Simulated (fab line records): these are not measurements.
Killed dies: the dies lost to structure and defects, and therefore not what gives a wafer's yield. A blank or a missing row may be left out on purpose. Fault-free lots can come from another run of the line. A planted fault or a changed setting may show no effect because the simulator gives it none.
Matching of chambers -- flow n5Finfet -- 4 sister chambers for N5_BEOL_M13_ETCH_67 on rieDiel-06
The step etches SiARC in CF4, target depth 143 nm, time 238.3 s. 14 wafers are shown with their chamber, then 7 later ones without.

EACH WAFER AND ITS CHAMBER
wafer,chamber,drypumpMotorCurrentA (A),throttleValvePct (%),showerheadPlenumPTorr (Torr)
L076.3,2,5.2,15.96,2.21
L076.4,0,5.9,15.34,2.10
L076.5,3,5.5,15.37,2.16
L079.3,0,5.9,15.34,2.10
L079.4,3,5.5,15.36,2.16
L079.6,3,5.5,15.37,2.16
L083.2,2,5.1,15.97,2.21
L083.3,1,5.5,15.16,2.10
L083.5,3,5.5,15.38,2.16
L087.2,0,5.9,15.38,2.09
L087.5,2,5.2,15.99,2.21
L087.6,3,5.5,15.40,2.16
L091.1,3,5.5,15.43,2.15
L091.3,2,5.2,16.01,2.20

SIGNATURES, as means of the wafers listed above
reading,chamber 0,chamber 1,chamber 2,chamber 3,scatter within a chamber
drypumpMotorCurrentA,5.900,5.500,5.175,5.500,0.0274
throttleValvePct,15.3533,15.1600,15.9825,15.3850,0.0243
showerheadPlenumPTorr,2.0967,2.1000,2.2075,2.1583,0.00474
Rule: a wafer lies at a distance from a chamber equal to the root of the sum of squares, over the readings, of (its reading less the chamber's mean, divided by the reading's scatter). If the next closest chamber is less than 2 further off than the closest, the wafer can't be placed; otherwise it belongs to the closest. The scatter is the square root of a quotient: the sum, over the shown wafers, of each reading's squared deviation from its chamber's mean, divided by wafers minus chambers.

WAFERS WITHOUT THEIR CHAMBER
wafer,drypumpMotorCurrentA (A),throttleValvePct (%),showerheadPlenumPTorr (Torr)
L091.6,5.9,15.40,2.09
L095.1,5.9,15.41,2.08
L095.3,5.5,15.22,2.09
L095.5,5.5,15.45,2.15
L097.2,5.5,15.23,2.09
L097.4,5.9,15.43,2.08
L097.6,5.9,15.41,2.08

EACH ONE'S CHAMBER
wafer,from the rows above,in truth
L091.6,0,0
L095.1,0,0
L095.3,1,1
L095.5,3,3
L097.2,1,1
L097.4,0,0
L097.6,0,0
Placed correctly: 7 of 7. Can't be placed from these rows: 0. Placed wrongly: 0.
